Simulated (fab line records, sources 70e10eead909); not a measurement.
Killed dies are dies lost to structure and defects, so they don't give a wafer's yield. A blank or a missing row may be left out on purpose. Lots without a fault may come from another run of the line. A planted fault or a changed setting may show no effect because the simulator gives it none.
Chamber matching | flow nand_harc | NHARC_P_M0_DEP_32 on pecvd-04: 3 sister chambers
The step deposits SiCN, target thk 30 nm. 14 wafers are shown with their chamber, then 7 later ones without.

WAFERS WITH THEIR CHAMBER
wafer  | chamber | heater_power_w (W) | rf_fwd_power_W (W)
L074.3 | 0       | 533                | 450.9
L074.4 | 2       | 688                | 449.4
L074.5 | 1       | 503                | 451.0
L076.1 | 1       | 431                | 452.3
L076.3 | 2       | 610                | 449.3
L076.4 | 0       | 579                | 449.1
L080.2 | 0       | 524                | 450.8
L080.3 | 2       | 602                | 448.2
L080.5 | 2       | 616                | 447.0
L087.2 | 0       | 585                | 450.1
L087.4 | 1       | 529                | 447.6
L087.6 | 2       | 644                | 450.4
L088.1 | 0       | 589                | 448.3
L088.2 | 1       | 503                | 451.2

SIGNATURES (means of the wafers above)
reading        | chamber 0 | chamber 1 | chamber 2 | scatter within a chamber
heater_power_w | 562.00    | 491.50    | 632.00    | 35.8
rf_fwd_power_W | 449.840   | 450.525   | 448.860   | 1.48
Rule: a wafer's distance from a chamber is the root of the sum, over the readings, of the square of ((its reading less the chamber's mean) divided by the reading's scatter). The wafer belongs to the nearest chamber; if the next one is less than 2 further off, it can't be placed. The scatter: the root of (the sum of the squares of (reading less its chamber's mean) over the shown wafers, divided by (wafers less chambers)).

WAFERS WITHOUT THEIR CHAMBER
wafer  | heater_power_w (W) | rf_fwd_power_W (W)
L088.5 | 654                | 448.7
L092.1 | 605                | 450.2
L092.3 | 464                | 448.9
L092.4 | 587                | 447.7
L097.2 | 556                | 447.2
L097.4 | 562                | 446.2
L097.6 | 509                | 450.1

WHICH CHAMBER EACH WENT THROUGH
wafer  | from the rows above          | in truth
L088.5 | 2                            | 2
L092.1 | can't be placed: 2 or 0      | 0
L092.3 | can't be placed: 1 or 0      | 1
L092.4 | can't be placed: 2 or 0 or 1 | 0
L097.2 | can't be placed: 0 or 2 or 1 | 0
L097.4 | can't be placed: 0 or 2 or 1 | 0
L097.6 | can't be placed: 1 or 0      | 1
Placed correctly: 1 of 7. Can't be placed from these rows: 6 (the true chamber is among the candidates in 6). Placed wrongly: 0.
